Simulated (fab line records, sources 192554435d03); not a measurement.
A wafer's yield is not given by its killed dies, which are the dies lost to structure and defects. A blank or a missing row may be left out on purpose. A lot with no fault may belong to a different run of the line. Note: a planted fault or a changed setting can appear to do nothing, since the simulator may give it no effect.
Chamber matching    flow n5_finfet    N5_PMOS_HMC_CHANNEL_EPI_DESCUM_14 on rie_diel-06 has 4 sister chambers
The step chemistry O2, time 7.9 s. 18 wafers are shown with their chamber, then 9 later ones without.

WAFERS, EACH WITH ITS CHAMBER
wafer   chamber  showerhead_plenum_p_Torr (Torr)  drypump_motor_current_A (A)  oes_product_au (a.u.)
L075.1  3        2.20                             5.7                          0.75
L075.2  1        2.08                             6.6                          0.70
L075.6  2        2.18                             5.6                          0.78
L077.1  2        2.18                             5.6                          0.78
L077.4  2        2.18                             5.6                          0.77
L077.5  3        2.19                             5.6                          0.75
L079.1  1        2.08                             6.5                          0.71
L079.4  0        2.03                             5.2                          0.84
L079.6  3        2.19                             5.6                          0.75
L081.1  1        2.08                             6.5                          0.70
L081.3  2        2.18                             5.6                          0.77
L081.6  1        2.08                             6.6                          0.70
L084.1  3        2.19                             5.7                          0.74
L084.5  1        2.08                             6.5                          0.70
L084.6  0        2.03                             5.2                          0.83
L085.1  3        2.19                             5.6                          0.74
L085.4  2        2.18                             5.6                          0.76
L085.5  0        2.03                             5.1                          0.83

SIGNATURES, as means of the wafers listed above
reading                   chamber 0  chamber 1  chamber 2  chamber 3  scatter within a chamber
showerhead_plenum_p_Torr  2.0300     2.0800     2.1800     2.1920     0.00239
drypump_motor_current_A   5.167      6.540      5.600      5.640      0.0468
oes_product_au            0.8333     0.7020     0.7720     0.7460     0.00625
Rule: distance of a wafer from a chamber = root of the sum over the readings of ((wafer's reading minus chamber's mean) / reading's scatter) squared. The wafer belongs to the nearest chamber; if the next one is less than 2 further off, it can't be placed. The scatter: the root of (the sum of the squares of (reading less its chamber's mean) over the shown wafers, divided by (wafers less chambers)).

WAFERS WITH NO CHAMBER GIVEN
wafer   showerhead_plenum_p_Torr (Torr)  drypump_motor_current_A (A)  oes_product_au (a.u.)
L086.1  2.17                             5.7                          0.76
L086.2  2.08                             6.5                          0.70
L086.4  2.19                             5.6                          0.73
L089.1  2.07                             6.5                          0.70
L089.3  2.17                             5.6                          0.76
L089.4  2.03                             5.1                          0.82
L097.1  2.07                             6.5                          0.68
L097.3  2.02                             5.2                          0.81
L097.5  2.18                             5.7                          0.72

EACH ONE'S CHAMBER
wafer   from the rows above      in truth
L086.1  2                        2
L086.2  1                        1
L086.4  3                        3
L089.1  1                        1
L089.3  2                        2
L089.4  0                        0
L097.1  1                        1
L097.3  0                        0
L097.5  can't be placed: 3 or 2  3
Correctly placed: 8 of 9. Cannot be placed on the basis of these rows: 1; the candidates contain the true chamber in 1. 0 placed wrongly.
